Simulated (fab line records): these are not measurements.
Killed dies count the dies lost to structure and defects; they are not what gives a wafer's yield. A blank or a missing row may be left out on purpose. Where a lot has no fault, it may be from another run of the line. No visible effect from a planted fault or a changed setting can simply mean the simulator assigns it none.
Comparing a struck lot with a sound one + flow n5_finfet + 17 out of 1938 route steps
Sound: these wafers, L352.2, L352.3, L352.6. Wafers struck: L351.1, L351.2, L351.4. The cause is given at the end.
Per side, at each step with rows, come the tool, then ch with its chambers, and then its first start. Under that, the readings that differ: sound wafers + struck wafers + difference of the means + sigmas: that difference in standard deviations of wafers without a fault.
alike: readings whose means differ by less than 2 such deviations, and words and numbers that are the same on both sides. not compared: withheld readings, readings that some wafer has no value for, bounds like >300 that may hide the same value, and numbers for which the record gives no deviation and whose values overlap.
The two part at a step that has a row with sigmas, a row that says differs or no value, or rows on one side only. When numbers do not overlap yet have no deviation, they are printed without sigmas and do not part them. A reading that every wafer of one side lacks parts them only if that side has two wafers or more.

first, 3 steps without rows for these wafers: N5_BEOL_M14_PRECLEAN_39 (cleans in residue remover, time 60 s); N5_BEOL_M14_SRD_40 (time 30 s, dry time 30 s); N5_BEOL_M14_DEGAS_41 (time 60 s).
N5_BEOL_M14_PRE_CLEAN_42: time 30 s.
  sound: pvd_sputter-01 at day 17 13:32; struck: pvd_sputter-02 at day 17 05:32
  alike: heater_power_w
then, 2 steps without rows for these wafers: N5_BEOL_M14_SPUTTER_43 (material TaN, target thk 15 nm, time 24.19 s); N5_BEOL_M14_SPUTTER_44 (material Ta, target thk 15 nm, time 24.19 s).
N5_BEOL_M14_SPUTTER_45: material Cu, target thk 100 nm, time 16.67 s.
  sound: pvd_sputter-01 at day 17 13:44; struck: pvd_sputter-02 at day 17 05:44
  alike: throttle_valve_pct
then, 1 step without rows for these wafers: N5_BEOL_M14_ECD_47 (material Cu, target thk 1248 nm).
N5_BEOL_M14_ANNEAL_48: time 90 s.
  sound on rtp_anneal-02 ch 0, day 17 14:05; struck on rtp_anneal-01 ch 0, day 17 06:02
  alike: wafer_temp_C_max
N5_BEOL_M14_CMP_49: polishes, stops on SiO2, t overpolish 5.2 s, target thk 560 nm.
  sound on cmp-01 ch 2,3, day 17 14:22; struck on cmp-03 ch 0,1,2, day 17 06:22
  alike: barrier_field_endpoint_s, motor_current_A, overpolish_run_s, retaining_ring_pressure_frac, time_to_endpoint_s
N5_BEOL_M14_THK_MEAS_50: measures by xrf.
  sound: film_metro-02 at day 17 14:38; struck: film_metro-01 at day 17 06:38
  alike: M14_THK
then, 1 step without rows for these wafers: N5_BEOL_M14_PRE_CLEAN_52 (time 15 s).
N5_BEOL_M14_DEP_53: deposits SiCN from 3MS/NH3, target thk 50 nm, time 17.8 s.
  sound on pecvd-04 ch 1,2, day 17 14:41; struck on pecvd-02 ch 0,2, day 17 06:41
  alike: chamber_pressure_Torr, rf_fwd_power_W, showerhead_plenum_p_Torr, throttle_valve_pct
N5_BEOL_M14_RS_MEAS_54: uses a four-point probe to measure.
  sound: film_metro-01 at day 17 14:46; struck: film_metro-02 at day 17 06:46
  alike: M14_RS
N5_BEOL_M14_INSPECT_55: inspects for defects (darkfield).
  sound: defect_inspect-01 at day 17 14:47; struck: defect_inspect-02 at day 17 06:47
| reading          | sound    | struck      | difference | sigmas |
|------------------|----------|-------------|------------|--------|
| raw_defect_count | 67 48 88 | 413 429 406 | +348       | +15    |
N5_BEOL_M15_ILD_DEP_00: deposits SiO2 from TEOS/O2, target thk 1629.3 nm, time 346.1 s.
  sound on pecvd-03 ch 1,2, day 17 14:49; struck on pecvd-01 ch 0,1,2, day 17 06:49
| reading                         | sound          | struck         | difference | sigmas |
|---------------------------------|----------------|----------------|------------|--------|
| showerhead_plenum_p_Torr (Torr) | 8.36 8.38 8.34 | 8.29 8.27 8.29 | -0.08      | -2     |
  alike: chamber_pressure_Torr, heater_power_w, rf_fwd_power_W, throttle_valve_pct
N5_PASSIVATION_PROBE_49:
  record: rows for the struck wafers here (prober-01, day 18 05:38), none for the sound ones

## WHERE THEY PART
First at N5_BEOL_M14_INSPECT_55; last, within this record, at N5_PASSIVATION_PROBE_49.

WHY: what had been put in by the simulator
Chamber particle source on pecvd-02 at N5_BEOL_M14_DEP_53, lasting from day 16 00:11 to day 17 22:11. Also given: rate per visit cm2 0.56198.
